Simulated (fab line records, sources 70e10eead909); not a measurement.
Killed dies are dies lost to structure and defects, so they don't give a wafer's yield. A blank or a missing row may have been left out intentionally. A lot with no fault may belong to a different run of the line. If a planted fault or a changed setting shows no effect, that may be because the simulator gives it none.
A struck lot beside a sound one :: flow nand-harc :: 14 out of 1302 route steps
Sound: the wafers L762.3, L762.5, L762.6. The struck wafers were L769.2, L769.5, L769.6. The cause is named last.
For every step that has rows: the tool of each side, followed by ch and its chambers, followed by its first start. Under that, the readings that differ: sound wafers :: struck wafers :: difference of the means :: sigmas: that difference in standard deviations of wafers without a fault.
alike: words and numbers the same on both sides, and readings whose means are apart by under 2 such deviations; not compared: readings that were withheld, readings missing a value for some wafer, numbers with overlapping values and no deviation given by the record, and bounds like >300 which may hide the same value.
The two part at a step that has a row with sigmas, a row that says differs or no value, or rows on one side only. Non-overlapping numbers with no deviation appear without sigmas and do not part them. A reading missing from all wafers of one side parts the sides only when that side holds two or more wafers.

first, 1 step without rows for these wafers: NHARC_A_CHANNEL_FILL_D1_SRD_12.
NHARC_A_CHANNEL_FILL_D1_INSPECT_13:
  sound: defect-inspect-01 at day 13 11:37; struck: defect-inspect-01 at day 15 12:38
  alike: raw-defect-count
NHARC_A_DECK1_JOINT_ETCHBACK_07: etches the open film in HBr, target depth 105 nm, time 26.9 s.
  sound on rie-si-05 ch 0,3, day 13 11:41; struck on rie-si-03 ch 1,2, day 15 12:43
  alike: drypump-motor-current-A, he-backside-leak-sccm, oes-product-au, rf-fwd-power-W, throttle-valve-pct
  not compared: rf-hours-counter-h
then, 7 steps without rows for these wafers: NHARC_A_DECK1_JOINT_ETCH_25 (etches SiO2 in dHF, target depth 0.5 nm); NHARC_A_DECK1_JOINT_ETCH_19 (etches poly-Si in TMAH, target depth 3 nm); NHARC_A_DECK1_JOINT_ETCH_18 (etches SiO2 in dHF, target depth 3 nm); NHARC_A_DECK1_JOINT_WET_08 (chemistry H3PO4, time 86 s); NHARC_A_DECK1_JOINT_ETCH_09 (etches SiO2 in dHF, target depth 5 nm); NHARC_A_DECK1_JOINT_WET_10 (chemistry H3PO4, time 86 s); NHARC_A_DECK1_JOINT_ETCH_11 (etches SiO2 in dHF, target depth 35 nm).
NHARC_A_DECK1_JOINT_CVD_12: deposits poly-Si, target thk 90 nm, time 1800 s.
  sound on lpcvd-poly-03 ch 0, day 13 18:59; struck on lpcvd-poly-03 ch 0, day 15 22:50
  alike: zone-power-bottom-pct
NHARC_A_DECK1_JOINT_CMP_13: polishes, target thk 51.023 nm.
  sound on cmp-03 ch 0,1, day 13 21:50; struck on cmp-01 ch 0,1,2, day 16 02:06
reading: time-to-endpoint-s (s)
sound: 10.2 7.4 10.0
struck: 15.8 17.7 17.5
difference: +7.8
sigmas: +4
  alike: motor-current-A
NHARC_A_DECK1_JOINT_THK_MEAS_14: measures by ellipsometry.
  sound: film-metro-02 at day 13 22:04; struck: film-metro-02 at day 16 02:17
  alike: thk-nm
after that, 1 step had no rows for these wafers: NHARC_END_SORT_01.

== WHERE THEY PART ==
Only at NHARC_A_DECK1_JOINT_CMP_13, as far as this record shows. Later steps at which nothing parts them and some readings are alike: NHARC_A_DECK1_JOINT_THK_MEAS_14.

WHY: the cause the simulator had injected
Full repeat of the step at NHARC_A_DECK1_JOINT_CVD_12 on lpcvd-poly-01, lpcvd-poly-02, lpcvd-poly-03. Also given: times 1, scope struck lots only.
